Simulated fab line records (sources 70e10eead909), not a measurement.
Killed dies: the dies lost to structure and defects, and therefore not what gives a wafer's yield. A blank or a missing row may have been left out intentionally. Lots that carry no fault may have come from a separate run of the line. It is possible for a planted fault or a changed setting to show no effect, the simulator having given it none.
Problem report, 8D (eight disciplines) form, completed by code + flow nand_harc + the parts of the form that need people (team, actions taken, sign-off) are left out

## 1. PROBLEM STATEMENT
cd_nm at NHARC_P_M0_CD_MEAS_09 reads a mean of 74.4 nm on 6 wafers of 2 lots; wafers without a fault read 90.0 nm with a standard deviation of 0.53. That puts it -29 standard deviations away from the usual mean.
The step: target cd 90 nm.
First observed at day 12 02:13: wafer L433.3, on cd_sem-03. The record holds 42 wafers of 14 lots with a number at this step. The rule behind "out" and "out of limits": a value lying over 4 standard deviations away from the usual mean. The rest of the wafers with a number are treated as sound.

## 2. WHAT IT IS; WHAT IT IS NOT
| question                    | is                     | is not                                                                                 |
|-----------------------------|------------------------|----------------------------------------------------------------------------------------|
| which readings at this step | cd_nm                  | -                                                                                      |
| which lots                  | L432, L433             | L418, L419, L420, L421, L422, L423, L424, L426, L436, L437, L438, L440                 |
| which wafers of those lots  | all that have a number | -                                                                                      |
| read on which gauges        | cd_sem-02, cd_sem-03   | cd_sem-01                                                                              |
| when                        | from day 12 02:13      | up to then (24 sound wafers); but 12 sound wafers of L436, L437, L438, L440 came after |

## 3. SUSPECTS, AND WHAT RULES EACH OUT
Counting: a tool at a process step up to the reading stays a suspect if it ran every lot that is out and no sound lot after the first of them.
- the gauge at NHARC_P_M0_CD_MEAS_09 has been ruled out. The wafers that are out were read on 2 gauges (cd_sem-02, cd_sem-03).
- rie_diel-08 at NHARC_P_CONTACT_ETCH_36 (etches the open film in N2/H2, target depth 260 nm, time 406.25 s): ruled out as a lasting fault. After its first lot that is out, L433 (day 11 23:02), sound lots L436 ran on it. Because NHARC_P_CONTACT_ETCH_36 lacks a start for some lots, the hours and order of its lots are taken from NHARC_P_CONTACT_CD_MEAS_19.
- arfi_scanner-01 at NHARC_P_M0_EXPOSE_06 (exposes mask P M0, target cd 90 nm): kept. Every lot that is out went through it, starting with L433 (day 12 02:05), and after that it ran no sound lot; the last sound lot it ran before then is L424 (day 8 15:20). Its own exposure_dose_mJ_cm2 readings are out on those wafers.
Remaining after the count: arfi_scanner-01 at NHARC_P_M0_EXPOSE_06.

## 4. THE CAUSE (what the simulator had put in)
Process parameter drift: arfi_scanner-01, from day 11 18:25 on, at NHARC_P_M0_EXPOSE_06. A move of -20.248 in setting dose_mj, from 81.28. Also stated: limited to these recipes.
Only this tool survived the counting.

## 5. THE CHAIN OF EFFECTS, in route order
Each row: a reading where the mean over the struck wafers with a number is more than 3 standard deviations away from the usual. Scope: only readings with a usual standard deviation given in the record; hours: median across lots of the time from each lot's start at the first step in this table that gives one to its start at this step; sigmas: change in usual standard deviations.
| hours | step                  | reading              | usual   | on struck wafers | change | sigmas      |
|-------|-----------------------|----------------------|---------|------------------|--------|-------------|
| 0     | NHARC_P_M0_EXPOSE_06  | exposure_dose_mJ_cm2 | 81.30   | 63.18            | -18.12 | -99 or more |
| 0     | NHARC_P_M0_CD_MEAS_09 | cd_nm                | 90.0 nm | 74.4             | -15.6  | -29         |
| 1     | NHARC_P_M0_CD_MEAS_16 | cd_nm                | 90.1 nm | 74.5             | -15.6  | -26         |
Process steps it contains:
- NHARC_P_M0_EXPOSE_06: exposes mask P M0, target cd 90 nm.

## 6. HOW IT WOULD HAVE BEEN CAUGHT EARLIER
8 hours passed between the start of the fault at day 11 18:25 and the first reading out of limits at a measuring or inspecting step in this record, taken at day 12 02:13.
At NHARC_P_M0_EXPOSE_06, the tool's own readings (exposure_dose_mJ_cm2) were out on each struck wafer the step has a row for, so an alarm limit on them would have fired on the first such wafer.
L432, from the lots that are out (2), started NHARC_P_M0_EXPOSE_06 on arfi_scanner-01 later than day 12 02:13. Putting the tool on hold at that point would have spared it.
